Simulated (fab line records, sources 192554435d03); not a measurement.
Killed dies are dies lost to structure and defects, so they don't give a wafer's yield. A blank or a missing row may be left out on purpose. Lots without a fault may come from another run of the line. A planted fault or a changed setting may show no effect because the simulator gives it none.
fab line records | flow n5_finfet
record lots=22 wafers=66 last_day=18
route steps=1938 shown BEOL_M1@789
lots that met no fault: from a run of the same line without faults
start_h: hours from the record's first day to the start of the lot's first wafer shown | wait_h: hours since the lot's step before | " the same as in the row above | L1.1+2: a row that stands for several wafers | - no value, or no start given | * or withheld: withheld | < > ~ a bound
route shown NAME@n: a module of which the file shows steps, and the number in the route of the first | usual: mean/standard deviation of fault-free wafers | same: alike in all rows | chamber/n: place in a boat | sites: the reading at each site | _std_site: their standard deviation | _edge_site: outer sites' mean less inner sites' | radius_mm: how far each site lies from the wafer's centre | mask NAME#n: copy n | behind: the tool/chamber that last shaped the wafer | hold: why the lot was held/for how many hours/how that ended | device: the transistor (n, p or np) that didn't switch | end of line: the same wafers' tests at the end of the route | a step without rows: its recipe alone | killed: dies lost to structure and defects at the first sort, not the wafer's yield | map: a wafer's dies, x killed, . not, _ none there
set.NAME: the setting as run; set.NAME@STEP: as run at that earlier step | model.NAME: the simulator's own value behind a step, which no gauge read
steps of the route over a sample of lots; a table a step, a row a wafer
services: from which hour (start_h, from the record's first day; less than 0 if before it) a tool's chamber was out of use, for how many hours, and why
## steps
# step N5_BEOL_M1_DESCUM_33
# recipe chemistry=O2 time_s=7 source_power_w=50 bias_power_w=20 pressure_mtorr=20 rf_frequency_hz=2.712e+07 temp_c=40 resist=CAR-EUV o2_flow_sccm=225
# usual chamber_pressure_mTorr=20.00/0.034 drypump_motor_current_A=5.7/0.35 oes_product_au=0.78/0.091 rf_vpp_V=243.2/1.2 showerhead_plenum_p_Torr=2.10/0.053 throttle_valve_pct=20.37/0.23
# same time_s=7
# columns lot.wafer tool chamber start_h wait_h chamber_pressure_mTorr drypump_motor_current_A oes_product_au rf_hours_counter_h rf_vpp_V showerhead_plenum_p_Torr throttle_valve_pct
L074.4 rie_diel-04 3 121.52 0.0 20.00 5.9 0.70 233 244.5 2.14 20.49
L074.5 " 2 " " 20.02 6.2 0.94 - 243.3 2.07 19.90
L074.6 " 1 " " 19.98 6.3 0.71 - 243.8 2.16 20.59
L075.2 rie_diel-05 1 131.46 0.0 19.97 5.2 0.76 133 242.4 2.11 20.21
L075.4 " 3 " " 19.99 5.6 0.68 201 243.9 2.09 20.54
L075.6 " 2 " " 20.00 5.9 0.72 - 241.5 2.08 20.45
L076.2 rie_diel-01 0 140.02 0.0 20.00 5.3 0.85 52 242.3 2.12 20.35
L076.3 " 3 " " 20.03 5.7 0.74 131 240.9 2.01 20.30
L076.5 " 1 " " 19.99 5.5 0.74 - 242.6 2.09 20.37
L077.1 rie_diel-01 0 141.18 0.0 20.02 5.3 0.85 52 243.9 2.12 20.34
L077.2 " 2 " " 19.98 5.4 0.69 231 242.3 2.07 20.88
L077.5 " 0 " " 20.00 5.3 0.85 - 243.6 2.12 20.32
L078.2 rie_diel-01 3 150.84 0.5 20.01 5.7 0.74 133 241.8 2.01 20.29
L078.5 " 3 " " 19.98 5.6 0.75 - 242.8 2.01 20.30
L078.6 " 0 " " 19.99 5.3 0.84 - 244.9 2.12 20.33
L079.3 rie_diel-05 3 159.82 0.0 19.99 5.6 0.68 211 244.2 2.08 20.55
L079.4 " 0 " " 20.00 5.4 0.93 18 245.1 2.24 20.39
L079.5 " 1 " " 20.00 5.2 0.76 - 243.5 2.11 20.22
L081.2 rie_diel-05 2 182.46 0.0 19.99 5.9 0.71 213 243.5 2.08 20.45
L081.4 " 3 " " 20.00 5.6 0.68 214 243.6 2.08 20.57
L081.5 " 1 " " 20.03 5.2 0.76 - 242.2 2.11 20.21
L082.1 rie_diel-05 3 182.61 0.1 20.02 5.6 0.68 214 243.4 2.08 20.56
L082.3 " 0 " " 20.02 5.4 0.90 22 246.7 2.24 20.39
L082.5 " 3 " " 20.00 5.6 0.69 - 242.4 2.08 20.55
L080.2 rie_diel-05 2 182.72 0.1 19.97 5.9 0.72 213 243.7 2.08 20.44
L080.5 " 2 " " 20.02 5.8 0.72 - 243.8 2.08 20.45
L080.6 " 1 " " 20.00 5.2 0.76 - 242.0 2.11 20.24
L083.1 rie_diel-01 1 182.86 0.2 20.00 5.5 0.73 175 243.2 2.09 20.38
L083.3 " 3 " " 19.99 5.7 0.74 141 241.5 2.01 20.30
L083.4 " 0 " " 19.99 5.3 0.83 62 244.9 2.12 20.36
L085.1 rie_diel-01 0 187.28 0.0 19.98 5.3 0.82 63 241.8 2.12 20.35
L085.2 " 1 " " 20.00 5.5 0.73 176 244.3 2.09 20.39
L085.6 " 2 " " 20.00 5.4 0.69 - 242.8 2.06 20.89
L084.2 rie_diel-05 1 187.60 0.0 20.00 5.2 0.75 145 244.3 2.11 20.24
L084.4 " 3 " " 20.02 5.6 0.67 215 242.9 2.08 20.55
L084.6 " 1 " " 19.98 5.2 0.75 - 243.8 2.11 20.23
L087.3 rie_diel-05 2 193.80 0.0 20.00 5.8 0.72 216 242.9 2.08 20.46
L087.4 " 0 " " 19.99 5.4 0.90 - 245.3 2.23 20.40
L087.5 " 1 " " 20.02 5.2 0.75 - 243.1 2.11 20.25
L086.3 rie_diel-04 2 200.36 0.3 19.96 6.2 0.88 32 242.3 2.06 19.95
L086.4 " 1 " " 20.00 6.3 0.69 - 244.2 2.15 20.63
L086.5 " 2 " " 20.01 6.2 0.88 - 243.5 2.06 19.94
L088.2 rie_diel-04 2 211.62 0.2 19.99 6.2 0.88 36 244.0 2.06 19.95
L088.4 " 1 " " 20.01 6.3 0.69 - 244.1 2.15 20.62
L088.5 " 2 " " 20.01 6.2 0.87 - 241.5 2.06 19.95
L089.2 rie_diel-04 1 216.01 0.0 19.99 6.3 0.68 237 245.1 2.15 20.63
L089.3 " 2 " " 19.98 6.2 0.86 37 242.0 2.06 19.94
L089.5 " 3 " " 20.03 5.9 0.96 - 243.5 2.13 20.14
L092.1 rie_diel-05 3 234.26 0.0 19.99 5.6 0.67 227 243.4 2.08 20.60
L092.2 " 0 " " 20.01 5.4 0.88 39 244.9 2.23 20.42
L092.3 " 1 " " 20.03 5.2 0.74 160 243.0 2.10 20.27
L091.1 rie_diel-04 3 238.62 0.0 19.98 5.9 0.94 11 244.1 2.13 20.15
L091.2 " 2 " " 19.98 6.2 0.85 45 242.2 2.06 19.97
L091.3 " 1 " " 20.00 6.3 0.68 243 243.7 2.15 20.65
L093.2 rie_diel-01 3 238.67 0.0 19.97 5.7 0.72 157 242.0 2.00 20.32
L093.3 " 1 " " 20.00 5.6 0.73 189 242.2 2.08 20.42
L093.4 " 3 " " 19.99 5.7 0.73 - 243.6 2.00 20.32
L094.1 rie_diel-04 0 251.19 0.2 20.04 5.6 0.96 6 242.9 2.14 20.18
L094.5 " 1 " " 19.98 6.3 0.67 - 243.5 2.14 20.64
L094.6 " 0 " " 20.01 5.6 0.96 - 244.0 2.14 20.18
L095.2 rie_diel-04 2 264.03 0.0 19.98 6.2 0.84 54 242.2 2.05 19.98
L095.3 " 3 " " 20.00 5.9 0.90 20 243.6 2.12 20.17
L095.4 " 3 " " 20.01 5.9 0.90 - 243.3 2.12 20.18
L097.2 rie_diel-04 2 268.07 0.0 20.02 6.2 0.84 55 242.1 2.05 19.98
L097.4 " 1 " " 19.99 6.3 0.68 248 243.9 2.14 20.66
L097.5 " 2 " " 20.01 6.2 0.84 - 242.6 2.05 19.97
# step N5_BEOL_M1_ETCH_77
# recipe chemistry=N2/H2 target=underlayer target_depth_a=65 mask_material=CAR-EUV time_s=5.2 ion_energy_ev=200 pressure_mtorr=30 source_w=840 bias_w=150 n2_flow_sccm=200 h2_flow_sccm=200 ends=cleared
# usual chamber_pressure_mTorr=30.01/0.037 drypump_motor_current_A=5.7/0.35 etch_rf_on_time_s=5.20/0.13 oes_product_au=0.67/0.078 rf_vpp_V=524.1/2 showerhead_plenum_p_Torr=2.55/0.066 throttle_valve_pct=17.77/0.23
# columns lot.wafer tool chamber start_h wait_h chamber_pressure_mTorr drypump_motor_current_A etch_rf_on_time_s oes_product_au rf_hours_counter_h rf_vpp_V showerhead_plenum_p_Torr throttle_valve_pct
L074.4 rie_diel-04 3 121.55 0.0 30.07 5.9 5.31 0.59 233 526.2 2.62 18.11
L074.5 " 2 " " 30.02 6.2 4.98 0.80 - 524.5 2.50 17.35
L074.6 " 1 " " 29.95 6.3 5.10 0.60 - 527.3 2.61 17.94
L075.2 rie_diel-05 1 131.50 0.0 29.95 5.2 5.10 0.66 133 524.0 2.55 17.62
L075.4 " 3 " " 30.06 5.6 5.52 0.58 201 523.2 2.52 17.85
L075.6 " 2 " " 30.02 5.9 5.28 0.62 - 524.9 2.52 17.86
L076.2 rie_diel-01 0 140.05 0.0 30.05 5.3 5.09 0.71 52 526.9 2.57 17.65
L076.3 " 3 " " 29.98 5.7 5.22 0.63 131 524.1 2.45 17.73
L076.5 " 1 " " 30.04 5.5 5.17 0.63 - 523.4 2.54 17.79
L077.1 rie_diel-01 0 141.22 0.0 30.00 5.3 5.10 0.72 52 524.6 2.57 17.67
L077.2 " 2 " " 29.97 5.4 5.40 0.59 231 522.9 2.51 18.32
L077.5 " 0 " " 30.06 5.3 5.09 0.73 - 525.1 2.57 17.67
L078.2 rie_diel-01 3 150.87 0.0 30.06 5.7 5.16 0.63 133 523.0 2.44 17.69
L078.5 " 3 " " 30.02 5.7 5.19 0.64 - 521.9 2.44 17.72
L078.6 " 0 " " 30.02 5.3 5.08 0.72 - 524.6 2.56 17.66
L079.3 rie_diel-05 3 159.85 0.0 30.00 5.6 5.47 0.57 211 522.5 2.52 17.87
L079.4 " 0 " " 30.01 5.4 5.09 0.79 18 526.8 2.71 17.70
L079.5 " 1 " " 29.99 5.2 5.03 0.65 - 525.0 2.55 17.65
L081.2 rie_diel-05 2 182.50 0.0 30.01 5.9 5.43 0.59 213 523.3 2.52 17.87
L081.4 " 3 " " 29.97 5.6 5.54 0.56 214 522.2 2.52 17.85
L081.5 " 1 " " 30.04 5.2 5.18 0.64 - 524.5 2.55 17.63
L082.1 rie_diel-05 3 182.65 0.0 30.02 5.6 5.44 0.57 214 523.0 2.52 17.87
L082.3 " 0 " " 29.97 5.4 5.15 0.78 22 526.2 2.71 17.71
L082.5 " 3 " " 29.96 5.6 5.36 0.57 - 523.1 2.52 17.86
L080.2 rie_diel-05 2 182.76 0.0 30.02 5.9 5.35 0.61 213 523.6 2.52 17.86
L080.5 " 2 " " 30.00 5.9 5.43 0.60 - 524.3 2.52 17.88
L080.6 " 1 " " 30.00 5.2 5.15 0.65 - 524.8 2.55 17.61
L083.1 rie_diel-01 1 182.89 0.0 30.01 5.5 5.19 0.64 175 524.7 2.53 17.79
L083.3 " 3 " " 30.01 5.6 5.27 0.63 141 522.8 2.44 17.73
L083.4 " 0 " " 30.02 5.3 5.03 0.71 62 525.8 2.56 17.66
L085.1 rie_diel-01 0 187.31 0.0 29.98 5.3 5.11 0.73 63 526.9 2.56 17.69
L085.2 " 1 " " 30.00 5.5 5.17 0.63 176 523.7 2.53 17.80
L085.6 " 2 " " 29.99 5.4 5.30 0.58 - 522.7 2.51 18.36
L084.2 rie_diel-05 1 187.63 0.0 29.89 5.2 5.18 0.64 145 524.7 2.55 17.63
L084.4 " 3 " " 29.96 5.6 5.47 0.57 215 522.8 2.52 17.88
L084.6 " 1 " " 30.08 5.2 5.16 0.66 - 521.7 2.55 17.64
L087.3 rie_diel-05 2 193.83 0.0 30.01 5.9 5.39 0.59 216 523.0 2.52 17.90
L087.4 " 0 " " 29.99 5.4 5.27 0.77 - 526.8 2.71 17.71
L087.5 " 1 " " 30.06 5.2 5.16 0.64 - 524.9 2.55 17.66
L086.3 rie_diel-04 2 200.39 0.0 29.95 6.2 4.96 0.76 32 521.5 2.49 17.35
L086.4 " 1 " " 29.99 6.3 5.10 0.59 - 524.8 2.60 17.98
L086.5 " 2 " " 30.08 6.2 4.98 0.77 - 521.0 2.49 17.35
L088.2 rie_diel-04 2 211.65 0.0 30.02 6.2 5.07 0.74 36 520.4 2.49 17.36
L088.4 " 1 " " 30.03 6.3 5.23 0.59 - 525.8 2.60 18.02
L088.5 " 2 " " 30.01 6.2 5.06 0.75 - 523.2 2.49 17.38
L089.2 rie_diel-04 1 216.05 0.0 30.01 6.3 5.12 0.59 237 526.9 2.60 18.01
L089.3 " 2 " " 29.95 6.2 5.02 0.76 37 524.5 2.49 17.37
L089.5 " 3 " " 30.01 5.9 5.24 0.80 - 523.8 2.61 17.69
L092.1 rie_diel-05 3 234.29 0.0 30.05 5.6 5.49 0.57 227 526.0 2.51 17.88
L092.2 " 0 " " 29.98 5.4 5.24 0.74 39 527.7 2.70 17.67
L092.3 " 1 " " 30.00 5.2 5.16 0.64 160 525.2 2.54 17.63
L091.1 rie_diel-04 3 238.65 0.0 30.01 5.9 5.24 0.79 11 526.0 2.61 17.74
L091.2 " 2 " " 30.03 6.2 5.04 0.75 45 524.2 2.49 17.37
L091.3 " 1 " " 30.00 6.3 5.05 0.59 243 524.4 2.60 18.02
L093.2 rie_diel-01 3 238.71 0.0 30.04 5.7 5.26 0.61 157 520.2 2.43 17.77
L093.3 " 1 " " 30.07 5.5 5.20 0.63 189 522.8 2.53 17.81
L093.4 " 3 " " 29.96 5.7 5.27 0.61 - 521.3 2.43 17.75
L094.1 rie_diel-04 0 251.22 0.0 30.00 5.7 5.23 0.81 6 526.4 2.62 17.62
L094.5 " 1 " " 29.98 6.3 5.09 0.57 - 526.4 2.59 18.03
L094.6 " 0 " " 30.02 5.6 5.29 0.82 - 527.3 2.62 17.62
L095.2 rie_diel-04 2 264.07 0.0 30.02 6.2 4.99 0.73 54 521.6 2.48 17.35
L095.3 " 3 " " 30.03 5.9 5.27 0.76 20 524.0 2.60 17.73
L095.4 " 3 " " 30.04 5.9 5.29 0.76 - 526.2 2.60 17.76
L097.2 rie_diel-04 2 268.11 0.0 29.98 6.2 4.99 0.72 55 521.1 2.48 17.40
L097.4 " 1 " " 30.00 6.3 5.08 0.59 248 525.8 2.59 18.03
L097.5 " 2 " " 30.04 6.2 5.01 0.72 - 523.2 2.48 17.39
# step N5_BEOL_M1_STRIP_36
# recipe chemistry=N2/H2 power_w=450 temp_c=40 pressure_mtorr=20 rf_frequency_hz=6e+07 overash_fraction=0.3 bias_power_w=7 h2_frac=0.5 n2_flow_sccm=200 h2_flow_sccm=200
# usual chamber_pressure_mTorr=20.00/0.032 drypump_motor_current_A=5.6/0.31 oes_product_au=0.76/0.085 rf_vpp_V=59.3/1.3 showerhead_plenum_p_Torr=2.54/0.071 throttle_valve_pct=23.56/0.24
# same overash_fraction=0.3
# columns lot.wafer tool chamber start_h wait_h chamber_pressure_mTorr drypump_motor_current_A oes_product_au rf_hours_counter_h rf_vpp_V showerhead_plenum_p_Torr throttle_valve_pct
L074.4 rie_diel-01 3 126.12 0.0 19.97 5.7 0.74 127 59.3 2.44 23.54
L074.5 " 0 " " 20.05 5.3 0.85 - 59.0 2.56 23.45
L074.6 " 3 " " 20.02 5.7 0.75 - 60.2 2.44 23.56
L075.2 rie_diel-01 1 133.09 0.0 20.01 5.5 0.75 162 58.4 2.53 23.42
L075.4 " 3 " " 20.02 5.7 0.75 129 60.5 2.44 23.58
L075.6 " 3 " " 20.01 5.7 0.74 - 58.4 2.44 23.54
L076.2 rie_diel-04 0 140.85 0.0 19.98 5.6 0.70 234 60.9 2.63 23.84
L076.3 " 1 " " 20.04 6.2 0.70 212 57.2 2.61 23.65
L076.5 " 3 " " 20.03 5.9 0.69 - 60.3 2.61 23.89
L077.1 rie_diel-04 3 145.48 0.0 20.00 5.9 0.70 239 59.4 2.61 23.91
L077.2 " 2 " " 19.96 6.2 0.92 14 60.0 2.49 23.09
L077.5 " 3 " " 20.03 5.9 0.70 - 60.6 2.61 23.88
L078.2 rie_diel-05 1 151.66 0.0 19.98 5.2 0.75 137 57.4 2.55 23.36
L078.5 " 0 " " 19.99 5.4 0.92 - 60.4 2.71 23.48
L078.6 " 1 " " 20.03 5.2 0.75 - 59.7 2.55 23.38
L079.3 rie_diel-01 3 175.99 0.0 19.96 5.7 0.73 139 57.5 2.44 23.57
L079.4 " 2 " " 19.98 5.4 0.69 239 61.7 2.50 24.15
L079.5 " 1 " " 20.01 5.6 0.73 - 58.8 2.53 23.42
L081.2 rie_diel-05 1 184.18 0.0 19.99 5.2 0.75 144 59.7 2.55 23.38
L081.4 " 0 " " 19.98 5.4 0.90 22 56.9 2.70 23.51
L081.5 " 0 " " 19.99 5.4 0.92 - 59.2 2.70 23.49
L082.1 rie_diel-01 3 184.29 0.0 19.95 5.7 0.74 141 58.6 2.44 23.52
L082.3 " 1 " " 19.91 5.6 0.73 175 57.5 2.53 23.45
L082.5 " 0 " " 20.05 5.3 0.83 - 57.2 2.56 23.42
L080.2 rie_diel-01 3 186.43 0.0 20.05 5.7 0.75 142 60.7 2.44 23.57
L080.5 " 2 " " 20.00 5.4 0.70 - 60.1 2.50 24.10
L080.6 " 3 " " 19.97 5.7 0.74 - 59.8 2.44 23.56
L085.1 rie_diel-01 3 188.59 0.0 19.99 5.7 0.73 142 57.6 2.44 23.54
L085.2 " 0 " " 19.97 5.3 0.85 63 59.6 2.56 23.47
L085.6 " 0 " " 20.03 5.3 0.83 - 59.3 2.56 23.42
L083.1 rie_diel-04 1 192.30 0.0 19.98 6.3 0.69 227 59.5 2.60 23.68
L083.3 " 0 " " 20.02 5.6 0.70 249 61.6 2.62 23.83
L083.4 " 0 " " 19.97 5.6 0.69 - 58.5 2.62 23.84
L084.2 rie_diel-01 2 199.80 0.0 20.00 5.4 0.68 247 57.1 2.50 24.13
L084.4 " 2 " " 20.02 5.4 0.68 - 59.8 2.50 24.10
L084.6 " 3 " " 19.95 5.7 0.73 - 61.1 2.43 23.54
L086.3 rie_diel-01 0 202.31 0.0 19.95 5.3 0.82 65 59.8 2.56 23.44
L086.4 " 2 " " 19.99 5.3 0.67 - 60.1 2.50 24.10
L086.5 " 0 " " 20.00 5.3 0.83 - 58.9 2.56 23.47
L087.3 rie_diel-05 1 202.42 0.0 19.97 5.2 0.74 150 60.1 2.54 23.40
L087.4 " 0 " " 20.01 5.4 0.89 29 58.4 2.70 23.48
L087.5 " 1 " " 20.01 5.2 0.74 - 58.6 2.54 23.39
L088.2 rie_diel-01 1 213.09 0.0 20.03 5.5 0.72 180 60.1 2.53 23.46
L088.4 " 3 " " 19.98 5.6 0.72 151 57.6 2.43 23.58
L088.5 " 2 " " 20.06 5.4 0.68 - 57.4 2.50 24.13
L089.2 rie_diel-05 3 219.37 0.0 20.00 5.6 0.67 222 59.3 2.51 23.45
L089.3 " 1 " " 19.98 5.2 0.73 155 57.8 2.54 23.41
L089.5 " 3 " " 20.06 5.6 0.68 - 56.2 2.51 23.48
L092.1 rie_diel-04 1 236.76 0.0 20.04 6.3 0.67 243 59.3 2.59 23.66
L092.2 " 2 " " 19.99 6.2 0.86 44 57.5 2.48 23.16
L092.3 " 0 " " 19.97 5.6 0.99 2 59.0 2.62 23.48
L091.1 rie_diel-04 3 240.45 0.0 20.03 5.9 0.92 12 58.9 2.60 23.61
L091.2 " 0 " " 20.00 5.7 0.99 3 58.7 2.62 23.49
L091.3 " 2 " " 19.97 6.2 0.86 45 58.8 2.48 23.13
L093.2 rie_diel-05 0 240.46 0.0 19.95 5.4 0.89 41 59.5 2.70 23.52
L093.3 " 2 " " 20.04 5.9 0.71 230 58.9 2.51 23.53
L093.4 " 3 " " 20.01 5.6 0.68 229 58.2 2.51 23.49
L094.1 rie_diel-01 0 257.93 0.0 19.97 5.3 0.79 85 60.4 2.55 23.48
L094.5 " 0 " " 20.02 5.3 0.80 - 56.2 2.55 23.51
L094.6 " 3 " " 20.02 5.7 0.71 - 58.6 2.43 23.59
L095.2 rie_diel-01 3 265.70 0.0 19.95 5.6 0.70 168 60.0 2.43 23.56
L095.3 " 0 " " 19.99 5.3 0.79 89 61.1 2.55 23.46
L095.4 " 3 " " 19.95 5.7 0.71 - 57.2 2.43 23.58
L097.2 rie_diel-04 2 270.44 0.0 19.99 6.2 0.84 56 59.2 2.48 23.18
L097.4 " 3 " " 20.00 5.9 0.90 22 60.2 2.60 23.63
L097.5 " 0 " " 19.98 5.7 0.94 - 60.2 2.61 23.53
# step N5_BEOL_M1_PRE_CLEAN_45
# recipe gas=H2/He time_s=30 temp_c=250
# usual heater_power_w=343/40
# same time_s=30
# columns lot.wafer tool chamber start_h wait_h heater_power_w
L074.4 pvd_sputter-02 - 126.67 0.0 428
L074.5 " - " " 321
L074.6 " - " " 425
L075.2 pvd_sputter-01 - 134.03 0.0 368
L075.4 " - " " 324
L075.6 " - " " 358
L076.2 pvd_sputter-03 - 141.47 0.0 299
L076.3 " - " " 348
L076.5 " - " " 348
L077.1 pvd_sputter-02 - 146.18 0.0 431
L077.2 " - " " 378
L077.5 " - " " 374
L078.2 pvd_sputter-02 - 152.47 0.0 371
L078.5 " - " " 280
L078.6 " - " " 372
L079.3 pvd_sputter-01 - 176.65 0.0 329
L079.4 " - " " 349
L079.5 " - " " 327
L081.2 pvd_sputter-01 - 185.86 0.0 320
L081.4 " - " " 363
L081.5 " - " " 355
L082.1 pvd_sputter-01 - 186.04 0.0 373
L082.3 " - " " 324
L082.5 " - " " 366
L080.2 pvd_sputter-02 - 188.72 0.0 305
L080.5 " - " " 289
L080.6 " - " " 313
L085.1 pvd_sputter-02 - 189.22 0.0 311
L085.2 " - " " 281
L085.6 " - " " 436
L083.1 pvd_sputter-01 - 192.73 0.0 353
L083.3 " - " " 344
L083.4 " - " " 326
L084.2 pvd_sputter-03 - 200.32 0.0 301
L084.4 " - " " 350
L084.6 " - " " 356
L086.3 pvd_sputter-03 - 203.16 0.0 343
L086.4 " - " " 296
L086.5 " - " " 360
L087.3 pvd_sputter-02 - 203.19 0.0 314
L087.4 " - " " 376
L087.5 " - " " 426
L088.2 pvd_sputter-03 - 213.58 0.0 283
L088.4 " - " " 357
L088.5 " - " " 295
L089.2 pvd_sputter-03 - 220.14 0.0 367
L089.3 " - " " 298
L089.5 " - " " 296
L092.1 pvd_sputter-03 - 237.40 0.0 366
L092.2 " - " " 302
L092.3 " - " " 313
L091.1 pvd_sputter-01 - 241.04 0.0 318
L091.2 " - " " 383
L091.3 " - " " 353
L093.2 pvd_sputter-03 - 241.12 0.0 356
L093.3 " - " " 302
L093.4 " - " " 320
L094.1 pvd_sputter-01 - 258.60 0.0 378
L094.5 " - " " 320
L094.6 " - " " 349
L095.2 pvd_sputter-03 - 266.60 0.0 355
L095.3 " - " " 377
L095.4 " - " " 316
L097.2 pvd_sputter-03 - 270.94 0.0 318
L097.4 " - " " 349
L097.5 " - " " 311
# step N5_BEOL_M1_SPUTTER_88
# recipe material=Cu target_thk_a=45 temp_c=-20 chamber_pressure_pa=0.07 power_w=withheld time_s=8.29
# usual chuck_sensor_temp_C=-16.1/0.57 throttle_valve_pct=29.6/1.2
# same time_s=8.29
# columns lot.wafer tool chamber start_h wait_h chuck_sensor_temp_C throttle_valve_pct
L074.4 pvd_sputter-03 - 128.35 0.1 -15.7 30.6
L074.5 " - " " -16.4 28.0
L074.6 " - " " -15.7 30.3
L075.2 pvd_sputter-01 - 135.67 0.1 -16.3 28.3
L075.4 " - " " -17.3 29.9
L075.6 " - " " -16.4 28.1
L076.2 pvd_sputter-01 - 144.63 0.1 -15.9 28.3
L076.3 " - " " -16.2 28.3
L076.5 " - " " -16.1 30.8
L077.1 pvd_sputter-01 - 147.83 0.1 -16.1 28.1
L077.2 " - " " -16.1 31.0
L077.5 " - " " -15.9 31.1
L078.2 pvd_sputter-02 - 154.03 0.1 -15.4 31.3
L078.5 " - " " -16.5 30.7
L078.6 " - " " -15.2 28.1
L079.3 pvd_sputter-02 - 179.92 0.1 -16.5 31.1
L079.4 " - " " -15.8 28.8
L079.5 " - " " -16.6 30.8
L081.2 pvd_sputter-02 - 187.30 0.1 -15.7 28.9
L081.4 " - " " -15.4 27.9
L081.5 " - " " -16.6 31.1
L082.1 pvd_sputter-01 - 187.86 0.1 -16.0 30.9
L082.3 " - " " -16.3 28.1
L082.5 " - " " -16.3 28.2
L080.2 pvd_sputter-02 - 190.22 0.1 -16.6 30.8
L080.5 " - " " -16.7 30.8
L080.6 " - " " -15.5 28.0
L085.1 pvd_sputter-01 - 190.78 0.1 -16.0 31.2
L085.2 " - " " -16.0 28.5
L085.6 " - " " -17.3 29.9
L083.1 pvd_sputter-03 - 194.35 0.1 -15.7 30.3
L083.3 " - " " -15.7 30.5
L083.4 " - " " -16.3 28.0
L084.2 pvd_sputter-01 - 203.12 0.1 -16.0 31.1
L084.4 " - " " -17.1 29.9
L084.6 " - " " -15.8 28.3
L086.3 pvd_sputter-03 - 204.64 0.1 -15.7 30.2
L086.4 " - " " -15.8 31.0
L086.5 " - " " -15.6 30.4
L087.3 pvd_sputter-01 - 204.96 0.1 -16.0 31.1
L087.4 " - " " -15.9 28.5
L087.5 " - " " -17.2 29.6
L088.2 pvd_sputter-02 - 215.13 0.1 -15.5 31.5
L088.4 " - " " -16.6 30.6
L088.5 " - " " -15.3 31.1
L089.2 pvd_sputter-02 - 223.43 0.1 -16.7 31.0
L089.3 " - " " -15.9 29.1
L089.5 " - " " -15.3 28.1
L092.1 pvd_sputter-03 - 239.06 0.1 -15.7 30.6
L092.2 " - " " -15.8 30.8
L092.3 " - " " -15.6 30.2
L091.1 pvd_sputter-02 - 242.69 0.1 -15.4 31.4
L091.2 " - " " -16.6 30.9
L091.3 " - " " -15.8 29.1
L093.2 pvd_sputter-01 - 244.25 0.1 -17.5 30.0
L093.3 " - " " -15.9 28.3
L093.4 " - " " -16.0 31.1
L094.1 pvd_sputter-01 - 260.60 0.1 -16.0 28.5
L094.5 " - " " -17.2 29.7
L094.6 " - " " -15.7 28.2
L095.2 pvd_sputter-03 - 268.18 0.1 -15.8 31.1
L095.3 " - " " -16.5 27.6
L095.4 " - " " -15.9 30.5
L097.2 pvd_sputter-02 - 272.48 0.1 -15.7 29.0
L097.4 " - " " -16.7 30.8
L097.5 " - " " -15.7 28.7
# step N5_BEOL_M1_THK_MEAS_53
# recipe thk_meas_gauge=xrf reads=Cu_of_BEOL_M1_ECD_50
# usual M1_THK=41.5/1.7
# columns lot.wafer tool chamber start_h wait_h M1_THK[nm]
L074.4 film_metro-02 - 130.10 - 43.6
L074.5 " - " " 44.5
L074.6 " - " " 42.6
L075.2 film_metro-02 - 137.34 - 41.1
L075.4 " - " " 44.5
L075.6 " - " " 41.7
L076.2 film_metro-01 - 146.30 - 43.9
L076.3 " - " " 40.9
L076.5 " - " " 43.9
L077.1 film_metro-01 - 149.49 - 42.9
L077.2 " - " " 42.6
L077.5 " - " " 43.0
L078.2 film_metro-02 - 155.70 - 39.9
L078.5 " - " " 41.0
L078.6 " - " " 41.0
L079.3 film_metro-02 - 181.60 - 41.9
L079.4 " - " " 44.3
L079.5 " - " " 43.1
L081.2 film_metro-01 - 189.24 - 39.3
L081.4 " - " " 41.9
L081.5 " - " " 40.7
L082.1 film_metro-02 - 189.53 - 42.6
L082.3 " - " " 43.3
L082.5 " - " " 43.9
L080.2 film_metro-02 - 192.16 - 41.9
L080.5 " - " " 43.9
L080.6 " - " " 44.9
L085.1 film_metro-01 - 192.45 - 40.7
L085.2 " - " " 40.0
L085.6 " - " " 41.8
L083.1 film_metro-02 - 196.04 - 39.5
L083.3 " - " " 41.9
L083.4 " - " " 42.7
L084.2 film_metro-02 - 204.79 - 41.4
L084.4 " - " " 40.8
L084.6 " - " " 42.0
L086.3 film_metro-01 - 206.31 - 41.8
L086.4 " - " " 42.9
L086.5 " - " " 42.4
L087.3 film_metro-01 - 206.87 - 41.1
L087.4 " - " " 39.9
L087.5 " - " " 37.7
L088.2 film_metro-02 - 216.81 - 41.8
L088.4 " - " " 39.1
L088.5 " - " " 41.7
L089.2 film_metro-02 - 225.09 - 38.0
L089.3 " - " " 39.9
L089.5 " - " " 44.8
L092.1 film_metro-01 - 240.89 - 41.5
L092.2 " - " " 42.3
L092.3 " - " " 41.5
L091.1 film_metro-02 - 244.62 - 42.9
L091.2 " - " " 41.4
L091.3 " - " " 41.5
L093.2 film_metro-02 - 245.92 - 42.0
L093.3 " - " " 40.8
L093.4 " - " " 42.0
L094.1 film_metro-01 - 262.27 - 42.4
L094.5 " - " " 44.9
L094.6 " - " " 41.6
L095.2 film_metro-01 - 270.03 - 39.1
L095.3 " - " " 38.5
L095.4 " - " " 40.1
L097.2 film_metro-01 - 274.15 - 41.9
L097.4 " - " " 41.2
L097.5 " - " " 42.6
## services
# columns tool chamber start_h hours kind
pvd_sputter-03 - 137.72 2.9 repair
rie_diel-05 1 141.67 9.0 repair
pvd_sputter-03 - 164.10 7.1 repair
rie_diel-04 3 184.80 - clean
rie_diel-04 3 184.80 - consumable_replace:focus_ring
rie_diel-04 3 184.80 21.8 scheduled_down
rie_diel-04 3 184.80 21.8 vent_cycle
rie_diel-05 3 190.29 7.9 repair
rie_diel-01 1 194.00 11.3 repair
rie_diel-01 0 197.51 3.7 repair
rie_diel-04 0 206.61 - clean
rie_diel-04 0 206.61 - consumable_replace:focus_ring
rie_diel-04 0 206.61 19.9 scheduled_down
rie_diel-04 0 206.61 19.9 vent_cycle
rie_diel-01 3 226.04 5.8 repair
rie_diel-01 2 236.17 32.3 repair
rie_diel-01 - 236.82 0.8 repair
rie_diel-04 1 253.83 13.9 repair
rie_diel-01 2 268.72 - clean
rie_diel-01 2 268.72 - consumable_replace:focus_ring
rie_diel-01 2 268.72 27.5 scheduled_down
rie_diel-01 2 268.72 27.5 vent_cycle
## key
fault none
